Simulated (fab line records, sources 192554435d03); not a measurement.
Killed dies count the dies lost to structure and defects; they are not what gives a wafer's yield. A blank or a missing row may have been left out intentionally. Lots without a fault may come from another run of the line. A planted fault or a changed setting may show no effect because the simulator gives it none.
fab line records | flow n5Finfet
record lots=7 wafers=39
route steps=1938 shown FIN_SAQP@108 STI_FIN_REVEAL@200 DUMMY_GATE@237 SD_EPI_P@310 BEOL_M4@1111
startH: hours from the record's opening day to when the first of the lot's shown wafers began | waitH: time in hours since the lot's previous step | " unchanged from the row above | L1.1+2: one row covering several wafers at once | - no value present, or no start provided | * or withheld: withheld | < > ~ a bound
route shown NAME@n: NAME is a module with steps in the file, n the number in the route of the first one | usual: average and standard deviation across the fault-free wafers | same: alike in all rows | chamber/n: place in a boat | sites: per-site readings | _std_site: the standard deviation of these | _edge_site: the outer-site mean with the inner-site mean subtracted | radiusMm: how far each site lies from the wafer's centre | mask NAME#n: copy n | behind: tool/chamber where the wafer was last shaped | hold: cause of the lot's hold/its duration in hours/its outcome | device: which transistor (n, p or np) failed to switch | end of line: the tests these same wafers got at the end of their route | for a step that has no rows: nothing shown but its recipe | killed: count of dies lost to structure and defects at first sort (not the wafer's yield) | map: a wafer's dies, x killed, . not, _ none there
set.NAME: the setting that was run; set.NAME@STEP: the one run at that earlier step | model.NAME: the simulator's own value behind a step, which no gauge read
lots with deliberately changed settings; one table per step, one row per wafer
## steps
# step N5_FIN_SAQP_EXPOSE_13
# recipe maskId=FIN_CORE na=1.35 sourceShape=dipole sigmaInner=0.538 sigmaOuter=0.738 polarization=te targetCdNm=35.6 doseMj=63.25
# step N5_FIN_SAQP_ETCH_34
# recipe chemistry=C4F6/O2 target=SiO2 targetDepthA=450 timeS=15 ionEnergyEv=250 pressureMtorr=30 sourceW=345 biasW=185 Ar_flow_sccm=300 C4F6_flow_sccm=10 O2_flow_sccm=10 ends=cleared
# step N5_STI_FIN_REVEAL_OXIDATION_31
# recipe chemistry=O2_PLASMA_REMOTE tempC=150 timeS=20 pressureMtorr=1000 sourcePowerW=2000 o2FlowSccm=3000
# step N5_DUMMY_GATE_ETCH_37
# recipe chemistry=N2/H2 target=SOC targetDepthA=600 overetchA=300 tempC=40 ionEnergyEv=200 pressureMtorr=30 sourceW=840 biasW=150 n2FlowSccm=200 h2FlowSccm=200
# step N5_DUMMY_GATE_ETCH_44
# recipe chemistry=HBr/O2 overEtchFrac=0.7 targetDepthA=1275 stopOn=SiO2 ionEnergyEv=60 biasW=20 target=poly-Si maskMaterial=SiO2 pressureMtorr=20 icpW=400 HBr_flow_sccm=120 O2_flow_sccm=10
# step N5_SD_EPI_P_ETCHBACK_46
# recipe chemistry=CH3F/O2 mode=anisotropicEtchback target=SiNx targetDepthA=175 stopOn=SiO2 overEtchFrac=0.3 ionEnergyEv=120 pressureMtorr=30 sourceW=395 biasW=73 Ar_flow_sccm=150 CH3F_flow_sccm=30 O2_flow_sccm=20
# step N5_SD_EPI_P_EPI_21
# recipe material=SiGe:B dopant=B tempC=550 pressureTorr=20 ambient=H2 timeS=355
# step N5_BEOL_M4_RC_MEAS_101
# usual RC_DENSE_P=23.5/0.57 RC_P=19.2/0.45 REXT_P=100.6/1.7 RS_SD_P=66.0/1.1
# columns lot.wafer tool chamber startH waitH set.doseMj@FIN_SAQP_EXPOSE_13 set.sourceW@FIN_SAQP_ETCH_34 set.timeS@STI_FIN_REVEAL_OXIDATION_31 set.sourceW@DUMMY_GATE_ETCH_37 set.targetDepthA@DUMMY_GATE_ETCH_44 set.targetDepthA@SD_EPI_P_ETCHBACK_46 set.dopantConcCm3@SD_EPI_P_EPI_21 RC_DENSE_P[ohm.um] RC_P[ohm.um] REXT_P[ohm.um] RS_SD_P[ohm/sq]
L076.1 prober-02 0 184.82 0.0 63.25 297.1 20 990.8 1117 175 2.54e+20 25.4 21.0 113.1 76.2
L076.2 " 0 " " 58.82 297.1 24.51 840 1117 175 3e+20 23.8 19.4 100.7 66.7
L076.3 " 0 " " 58.82 345 24.51 990.8 1117 175 3e+20 23.5 19.1 101.7 66.1
L076.4 " 0 " " 63.25 345 20 990.8 1275 175 3e+20 23.1 18.7 100.3 65.5
L076.5 " 0 " " 58.82 345 20 840 1275 175 2.54e+20 25.5 21.1 112.9 77.3
L076.6 " 0 " " 63.25 297.1 24.51 840 1275 175 2.54e+20 25.9 21.3 115.3 78.1
L081.1 prober-02 0 203.01 0.0 63.25 293.7 20 920.9 1406 175 3e+20 24.5 19.9 101.1 68.2
L081.2 " 0 " " 63.25 345 22.47 920.9 1275 175 2.652e+20 25.7 20.8 105.8 73.8
L081.3 " 0 " " 65.42 345 20 840 1275 181.6 2.652e+20 25.2 20.4 106.0 73.8
L081.4 " 0 " " 63.25 293.7 20 840 1406 175 3e+20 23.2 18.9 98.8 67.2
L081.5 " 0 " " 65.42 293.7 22.47 840 1275 181.6 3e+20 23.1 18.8 97.5 67.7
L081.6 " 0 " " 65.42 345 22.47 920.9 1406 181.6 2.652e+20 26.0 21.1 108.4 74.2
L085.1 prober-02 0 244.44 0.0 59.76 387.4 20 956.6 1275 175 2.653e+20 25.3 20.5 111.3 74.2
L085.2 " 0 " " 63.25 345 20 840 1275 166.1 2.653e+20 24.3 20.1 111.7 75.1
L085.3 " 0 " " 63.25 387.4 22.92 840 1339 175 3e+20 23.4 19.0 105.0 67.6
L085.4 " 0 " " 59.76 345 20 840 1339 175 3e+20 23.4 19.3 102.2 66.3
L085.5 " 0 " " 59.76 387.4 22.92 956.6 1275 166.1 3e+20 23.1 18.9 102.7 66.9
L085.6 " 0 " " 63.25 345 22.92 956.6 1339 166.1 2.653e+20 25.0 20.3 114.5 75.9
L087.1 prober-01 0 244.71 0.0 63.25 311.8 18.25 895.9 1275 175 3e+20 23.1 19.0 100.0 65.7
L087.2 " 0 " " 65.03 311.8 20 895.9 1371 175 3.183e+20 23.1 18.8 96.9 62.1
L087.3 " 0 " " 63.25 345 20 895.9 1275 175 3e+20 24.0 19.5 101.1 64.6
L087.4 " 0 " " 65.03 345 18.25 840 1275 175 3.183e+20 22.3 18.3 95.5 62.0
L087.5 " 0 " " 63.25 311.8 18.25 840 1371 175 3e+20 23.9 19.4 100.3 64.4
L087.6 " 0 " " 65.03 345 20 840 1371 175 3.183e+20 22.4 18.4 97.7 62.9
L094.1 prober-01 0 295.81 0.0 63.25 345 20 840 1275 190.8 2.789e+20 24.5 19.9 103.8 69.2
L094.2 " 0 " " 61.96 345 25.79 684.8 1275 190.8 3e+20 23.1 19.1 99.4 64.7
L094.3 " 0 " " 61.96 345 25.79 840 1275 175 3e+20 22.7 18.6 98.0 64.7
L094.4 " 0 " " 61.96 345 20 684.8 1410 190.8 2.789e+20 24.2 20.0 102.5 68.5
L094.5 " 0 " " 63.25 345 20 840 1410 175 3e+20 23.7 19.5 98.6 65.4
L094.6 " 0 " " 63.25 345 25.79 684.8 1410 175 2.789e+20 24.2 19.6 104.1 68.5
L096.1 prober-01 0 310.02 0.0 63.25 345 20 840 1275 175 3.297e+20 21.3 17.6 92.6 61.3
L096.2 " 0 " " 63.25 345 20 840 1131 159.9 3e+20 24.1 19.8 101.2 66.4
L096.3 " 0 " " 65.39 345 20 840 1275 159.9 3.297e+20 22.0 18.1 92.9 61.1
L096.4 " 0 " " 63.25 345 20 840 1131 175 3.297e+20 22.6 18.5 94.1 62.1
L096.5 " 0 " " 65.39 345 20 840 1131 159.9 3e+20 23.5 19.3 98.8 66.3
L096.6 " 0 " " 65.39 345 20 840 1275 175 3e+20 23.2 19.0 98.0 66.9
L095.2 prober-02 0 310.43 0.2 63.25 345 20 840 1275 175 3e+20 23.7 19.5 101.9 66.7
L095.4 " 0 " " 63.25 345 20 840 1275 175 3e+20 23.5 19.1 102.4 66.1
L095.6 " 0 " " 63.25 345 20 840 1275 175 3e+20 24.1 19.6 101.0 67.0
## key
split step=N5_FIN_SAQP_EXPOSE_13 setting=doseMj statedAs=63.25
response none clear
split step=N5_FIN_SAQP_ETCH_34 setting=sourceW statedAs=345
response none clear
split step=N5_STI_FIN_REVEAL_OXIDATION_31 setting=timeS statedAs=20
response none clear
split step=N5_DUMMY_GATE_ETCH_37 setting=sourceW statedAs=840
response none clear
split step=N5_DUMMY_GATE_ETCH_44 setting=targetDepthA statedAs=1275
response none clear
split step=N5_SD_EPI_P_ETCHBACK_46 setting=targetDepthA statedAs=175
response none clear
split step=N5_SD_EPI_P_EPI_21 setting=dopantConcCm3 statedAs=3e+20
response step=N5_BEOL_M4_RC_MEAS_101 reading=RS_SD_P slope=-0.626 per=1% togetherWith=all explained=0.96
response step=N5_BEOL_M4_RC_MEAS_101 reading=REXT_P slope=-0.758 per=1% togetherWith=all explained=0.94
response step=N5_BEOL_M4_RC_MEAS_101 reading=RC_P slope=-0.132 per=1% togetherWith=all explained=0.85
response step=N5_BEOL_M4_RC_MEAS_101 reading=RC_DENSE_P slope=-0.16 per=1% togetherWith=all explained=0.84
